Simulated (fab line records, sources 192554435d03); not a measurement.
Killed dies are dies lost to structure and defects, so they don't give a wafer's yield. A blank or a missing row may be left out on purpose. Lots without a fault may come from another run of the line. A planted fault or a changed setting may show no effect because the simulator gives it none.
A struck lot beside a sound one | flow n5_finfet | 18 steps out of a route of 1938
Sound: wafers L684.2, L684.3, L684.4. Struck: wafers L678.1, L678.3, L678.5. The cause comes at the end.
At each step with rows: each side's tool, then ch and its chambers, then its first start. Under that, the readings that differ: sound wafers | struck wafers | difference of the means | sigmas: that difference in standard deviations of wafers without a fault.
alike: readings whose means differ by less than 2 such deviations, and words and numbers that are the same on both sides. not compared: withheld readings, readings that some wafer has no value for, bounds like >300 that may hide the same value, and numbers for which the record gives no deviation and whose values overlap.
The two part at a step that has a row with sigmas, a row that says differs or no value, or rows on one side only. Numbers that don't overlap but have no deviation are shown without sigmas and don't part them. A reading that every wafer of one side lacks parts them only if that side has two wafers or more.

first, 9 steps without rows for these wafers: N5_SD_EPI_P_COAT_35 (time 60 s, resist thk 35 nm); N5_SD_EPI_P_COAT_03 (resist thk 150 nm); N5_SD_EPI_P_EBR_05; N5_SD_EPI_P_SOFTBAKE_04 (time 60 s); N5_SD_EPI_P_EXPOSE_06 (exposes mask SD P BLK, target cd 240 nm); N5_SD_EPI_P_PEB_07 (peb time 60 s); N5_SD_EPI_P_DEVELOP_08 (develop time 30 s); N5_SD_EPI_P_DESCUM_14 (chemistry O2, time 7.9 s); N5_SD_EPI_P_ETCH_36 (etches SiARC in CF4, target depth 45.5 nm, time 75.8 s).
N5_SD_EPI_P_ETCH_37: etches SOC in N2/H2, overetch 108 nm, time 486 s.
  sound on rie_diel-04 ch 2,3, day 6 16:22; struck on rie_diel-05 ch 1,2,3, day 5 05:25
  reading                                     | sound             | struck            | difference | sigmas
  rf_fwd_power_W (W)                          | 2999 3006 2989    | 3723 3721 3722    | +724       | +75
  rf_vpp_V (V)                                | 238.4 240.6 237.5 | 224.5 224.8 222.2 | -15.0      | -10
  showerhead_plenum_p_Torr (Torr)             | 2.35 2.64 2.35    | 2.59 2.69 2.67    | +0.20      | +2
  model.SD_EPI_P.cd_nm (nm)                   | 238.8 239.4 238   | 244.8 243 243     | +4.9       |
  model.SiARC_of_SD_EPI_P_COAT_35.thk_nm (nm) | 19.8 19.8 20      | 16.4 16.4 17      | -3.3       |
  alike: drypump_motor_current_A, oes_product_au, throttle_valve_pct
  not compared: rf_hours_counter_h
then, 3 steps without rows for these wafers: N5_SD_EPI_P_STRIP_38 (strips in N2/H2); N5_SD_EPI_P_ETCHBACK_46 (etches SiNx in CH3F/O2, stops on SiO2, target depth 17.5 nm); N5_SD_EPI_P_ETCH_47 (etches SiOCN in CH3F/O2, target depth 25 nm).
N5_SD_EPI_P_ETCH_16: etches SiO2 in CHF3/O2, target depth 5 nm.
  sound on rie_diel-04 ch 2,3, day 6 16:53; struck on rie_diel-05 ch 1,2,3, day 5 05:56
  reading                                     | sound        | struck    | difference | sigmas
  model.SiARC_of_SD_EPI_P_COAT_35.thk_nm (nm) | 11.8 11.6 12 | 8.2 8 9.2 | -3.3       |
  alike: drypump_motor_current_A, mfc_ar_sccm, oes_o_777_au, oes_product_au, rf_fwd_power_W, rf_vpp_V, showerhead_plenum_p_Torr, throttle_valve_pct
  not compared: rf_hours_counter_h
then, 1 step without rows for these wafers: N5_SD_EPI_P_STRIP_50 (strips in CHF3/O2).
N5_SD_EPI_P_SD_RECESS_17: chemistry HBr/Cl2/O2, target depth 39.1 nm, bt time 3 s.
  sound on rie_si-06 ch 1,2,3, day 6 16:58; struck on rie_si-04 ch 1,2,3, day 5 06:01
  reading                   | sound             | struck            | difference | sigmas
  model.SD_EPI_P.cd_nm (nm) | 238.6 239.6 237.8 | 244.8 242.8 242.8 | +4.8       |
  alike: drypump_motor_current_A, oes_o_777_au, oes_product_au, rf_fwd_power_W, throttle_valve_pct
  not compared: rf_hours_counter_h
then, 1 step without rows for these wafers: N5_SD_EPI_P_WET_ETCH_45 (etches SiO2 in dHF, time 10.7 s, target depth 2 nm, rinse time 30 s).
-- the record jumps here: 5 days lie between the struck wafers' starts before and after (it left off in module SD_EPI_P and takes up again in module BEOL_M4, whose first step shown is number 1111 of the route) --
N5_BEOL_M4_RC_MEAS_101:
  sound on prober-01 ch 0, day 11 05:01; struck on prober-01 ch 0, day 10 00:04
  alike: DIBL_N, DIBL_P, IOFF_N, IOFF_P, ION_N, ION_P, SS_N, SS_P, VT_N, VT_P

WHERE THEY PART
Only at N5_SD_EPI_P_ETCH_37, within this record. Later steps at which nothing parts them and some readings are alike: N5_SD_EPI_P_ETCH_16, N5_SD_EPI_P_SD_RECESS_17, N5_BEOL_M4_RC_MEAS_101.

WHY: what the simulator had put in
Process parameter drift: rie_diel-05, from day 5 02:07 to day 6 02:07, at N5_SD_EPI_P_ETCH_37. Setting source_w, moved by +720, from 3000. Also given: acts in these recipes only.
